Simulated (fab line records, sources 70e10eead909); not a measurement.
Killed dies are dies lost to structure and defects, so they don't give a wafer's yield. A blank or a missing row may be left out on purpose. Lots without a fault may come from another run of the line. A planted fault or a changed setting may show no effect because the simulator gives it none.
Chamber matching | flow nand_harc | NHARC_A_CHANNEL_FILL_D2_CMP_10 on cmp-03: 4 sister chambers
The step polishes, target thk 150 nm. 8 wafers are shown with their chamber, then 7 later ones without.

WAFERS WITH THEIR CHAMBER
wafer  | chamber | motor_current_A (A) | time_to_endpoint_s (s)
L227.2 | 3       | 11.9                | 16.4
L227.6 | 1       | 11.0                | 13.4
L239.2 | 2       | 11.8                | 16.6
L241.2 | 3       | 11.8                | 20.8
L241.3 | 2       | 13.0                | 19.2
L241.4 | 0       | 11.7                | 16.8
L243.1 | 0       | 11.5                | 16.8
L243.2 | 1       | 10.7                | 14.6

WAFERS WITHOUT THEIR CHAMBER
wafer  | motor_current_A (A) | time_to_endpoint_s (s)
L243.5 | 11.4                | 17.2
L244.1 | 12.2                | 16.9
L244.3 | 10.9                | 18.5
L244.4 | 12.3                | 16.9
L245.2 | 10.8                | 17.1
L245.5 | 12.8                | 18.1
L245.6 | 11.7                | 14.5

WHICH CHAMBER EACH WENT THROUGH
wafer  | from the rows above               | in truth
L243.5 | can't be placed: 0 or 3 or 1 or 2 | 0
L244.1 | can't be placed: 2 or 3 or 0      | 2
L244.3 | can't be placed: 0 or 3 or 1 or 2 | 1
L244.4 | can't be placed: 2 or 3 or 0      | 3
L245.2 | can't be placed: 1 or 0 or 3 or 2 | 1
L245.5 | can't be placed: 2 or 3 or 0      | 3
L245.6 | can't be placed: 0 or 1 or 3 or 2 | 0
Placed correctly: 0 of 7. Can't be placed from these rows: 7 (the true chamber is among the candidates in 7). Placed wrongly: 0.
How it was worked out, from the rows above alone: a wafer's distance from a chamber is the root of the sum, over the readings, of the square of ((its reading less the chamber's mean) divided by the reading's scatter). The wafer belongs to the nearest chamber; if the next one is less than 2 further off, it can't be placed. A chamber's mean is the mean of its shown wafers. The scatter: the root of (the sum of the squares of (reading less its chamber's mean) over the shown wafers, divided by (wafers less chambers)).
